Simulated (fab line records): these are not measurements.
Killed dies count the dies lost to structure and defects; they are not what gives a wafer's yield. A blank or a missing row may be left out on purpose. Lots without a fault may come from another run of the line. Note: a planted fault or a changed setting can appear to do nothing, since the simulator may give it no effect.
A single fault, viewed from 2 desks + flow n5 finfet + each desk has only its own numbers; what lay behind them comes last

## METROLOGY DESK
What the gauges read for every lot (on any tool): the sampled wafers with a number, averaged. If a lot's mean is further than 4 standard deviations from the usual mean, the lot is out of limits and carries the mark OUT (the distance appears in the brackets). Of its 11 readings 7 are shown: those that lie furthest out on some lot.
Columns: A = trench depth nm at N5_BEOL_M0_OCD_MEAS_108, usual 32.9 nm; B = DIBL_N at N5_BEOL_M4_RC_MEAS_101, usual 36.4 mV/V; C = DIBL_P at N5_BEOL_M4_RC_MEAS_101, usual 36.3 mV/V; D = IOFF_N at N5_BEOL_M4_RC_MEAS_101, usual 0.162 nA/um; E = IOFF_P at N5_BEOL_M4_RC_MEAS_101, usual 0.211 nA/um; F = ION_N at N5_BEOL_M4_RC_MEAS_101, usual 676 uA/um; G = SS_P at N5_BEOL_M4_RC_MEAS_101, usual 73.3 mV/dec
| lot  | first seen here | A    | B    | C    | D     | E     | F   | G    |
|------|-----------------|------|------|------|-------|-------|-----|------|
| L717 | day 6 04:33     | 32.8 | 36.9 | 36.1 | 0.170 | 0.216 | 683 | 73.1 |
| L719 | day 6 23:44     | 33.6 | 37.4 | 38.5 | 0.176 | 0.214 | 686 | 73.7 |
| L729 | day 9 07:53     | 33.0 | 34.7 | 36.1 | 0.144 | 0.192 | 677 | 73.8 |
| L730 | day 9 11:27     | 32.1 | 35.1 | 35.4 | 0.160 | 0.219 | 683 | 73.7 |
| L734 | day 11 03:37    | 33.0 | 36.1 | 36.3 | 0.166 | 0.198 | 682 | 73.9 |
| L736 | day 11 10:04    | 32.4 | 37.0 | 36.6 | 0.168 | 0.205 | 676 | 74.3 |
| L737 | day 11 13:47    | 32.8 | 38.7 | 38.9 | 0.202 | 0.247 | 694 | 74.3 |
| L738 | day 11 15:03    | 33.4 | 35.6 | 34.7 | 0.145 | 0.198 | 679 | 73.2 |
Result from this desk: across the 8 lots, nothing is out of limits.

## THE TOOL OWNER'S DESK: rie diel-06
The tool's own readings at N5_BEOL_M0_ETCH_138 (etches SiCN in CH3F/O2, target depth 12 nm, time 31.6 s): means of the sampled wafers that have a number, for each lot that ran on this tool. If a lot's mean is further than 4 standard deviations from the usual mean, the lot is out of limits and carries the mark OUT (the distance appears in the brackets).
Columns: A = drypump motor current A at N5_BEOL_M0_ETCH_138, usual 5.6 A; B = etch rf on time s at N5_BEOL_M0_ETCH_138, usual 29.1 s; C = oes product au at N5_BEOL_M0_ETCH_138, usual 0.69 a.u.; D = rf vpp V at N5_BEOL_M0_ETCH_138, usual 297.5 V; E = showerhead plenum p Torr at N5_BEOL_M0_ETCH_138, usual 2.01 Torr; F = throttle valve pct at N5_BEOL_M0_ETCH_138, usual 16.25 %
| lot  | first seen here | A   | B               | C    | D     | E    | F     |
|------|-----------------|-----|-----------------|------|-------|------|-------|
| L719 | day 6 22:35     | 5.7 | 28.8            | 0.70 | 296.7 | 1.97 | 16.29 |
| L729 | day 9 06:57     | 5.7 | 34.4 (+8.0) OUT | 0.66 | 297.1 | 1.99 | 16.28 |
| L738 | day 11 14:28    | 5.8 | 29.1            | 0.71 | 297.6 | 1.98 | 16.28 |
Finding of this desk: L729 out of limits; the first was L729 at day 9 06:57, on etch rf on time s at N5_BEOL_M0_ETCH_138. L719, L738: within limits.

## ALL TOGETHER
At day 9 06:57, on L729, the tool owner's desk was in a position to raise an alarm.
Nothing out of limits was seen by the metrology desk.
The metrology desk holds a record of L729, inside its limits.
N5_BEOL_M0_ETCH_138 was run on rie diel-06 by each of the lots named.

## WHAT THE SIMULATOR HAD INSERTED
rie diel-06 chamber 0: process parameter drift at N5_BEOL_M0_ETCH_138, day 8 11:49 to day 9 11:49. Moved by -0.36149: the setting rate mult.
Lots struck among those shown: L729.
Hours from the fault's start to each desk's first reading out of limits: the tool owner's desk, 19.
